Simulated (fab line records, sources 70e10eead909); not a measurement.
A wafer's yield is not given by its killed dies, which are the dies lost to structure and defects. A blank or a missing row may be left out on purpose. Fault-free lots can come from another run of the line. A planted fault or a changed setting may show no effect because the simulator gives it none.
Matching of chambers :: flow nandHarc :: NHARC_A_STAIRCASE_DEP_325 on pecvd-01 has 3 sister chambers
The step deposits SiO2, target thk 3800 nm. 18 wafers are shown with their chamber, then 9 later ones without.

EACH WAFER AND ITS CHAMBER
wafer: L074.1
chamber: 1
heaterPowerW (W): 696

wafer: L074.2
chamber: 2
heaterPowerW (W): 677

wafer: L074.3
chamber: 2
heaterPowerW (W): 624

wafer: L076.1
chamber: 0
heaterPowerW (W): 688

wafer: L076.4
chamber: 0
heaterPowerW (W): 643

wafer: L076.6
chamber: 1
heaterPowerW (W): 696

wafer: L080.1
chamber: 2
heaterPowerW (W): 661

wafer: L080.3
chamber: 0
heaterPowerW (W): 707

wafer: L080.4
chamber: 2
heaterPowerW (W): 628

wafer: L084.2
chamber: 1
heaterPowerW (W): 745

wafer: L084.3
chamber: 2
heaterPowerW (W): 618

wafer: L084.4
chamber: 1
heaterPowerW (W): 715

wafer: L087.4
chamber: 1
heaterPowerW (W): 704

wafer: L087.5
chamber: 1
heaterPowerW (W): 709

wafer: L087.6
chamber: 2
heaterPowerW (W): 613

wafer: L091.2
chamber: 0
heaterPowerW (W): 644

wafer: L091.3
chamber: 1
heaterPowerW (W): 759

wafer: L091.4
chamber: 0
heaterPowerW (W): 620

SIGNATURES (means of the wafers above)
reading: heaterPowerW
chamber 0: 660.40
chamber 1: 717.71
chamber 2: 636.83
scatter within a chamber: 28.5
Rule: distance of a wafer from a chamber = root of the sum over the readings of ((wafer's reading minus chamber's mean) / reading's scatter) squared. If the next closest chamber is less than 2 further off than the closest, the wafer can't be placed; otherwise it belongs to the closest. The scatter: take each reading less its chamber's mean, square it, sum over the shown wafers, divide by the number of wafers less the number of chambers, and take the root.

WAFERS WHOSE CHAMBER IS MISSING
wafer: L093.2
heaterPowerW (W): 604

wafer: L093.3
heaterPowerW (W): 727

wafer: L093.6
heaterPowerW (W): 691

wafer: L095.1
heaterPowerW (W): 781

wafer: L095.2
heaterPowerW (W): 819

wafer: L095.4
heaterPowerW (W): 702

wafer: L097.1
heaterPowerW (W): 837

wafer: L097.2
heaterPowerW (W): 776

wafer: L097.5
heaterPowerW (W): 696

CHAMBER TAKEN BY EACH
wafer: L093.2
from the rows above: can't be placed: 2 or 0
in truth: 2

wafer: L093.3
from the rows above: 1
in truth: 1

wafer: L093.6
from the rows above: can't be placed: 1 or 0 or 2
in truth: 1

wafer: L095.1
from the rows above: 1
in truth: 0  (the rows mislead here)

wafer: L095.2
from the rows above: 1
in truth: 1

wafer: L095.4
from the rows above: can't be placed: 1 or 0 or 2
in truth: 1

wafer: L097.1
from the rows above: 1
in truth: 1

wafer: L097.2
from the rows above: 1
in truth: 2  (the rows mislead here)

wafer: L097.5
from the rows above: can't be placed: 1 or 0 or 2
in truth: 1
Correct placement for 3 of the 9. Unplaceable from these rows: 4, with the true chamber sitting among the candidates in 4. 2 placed wrongly.
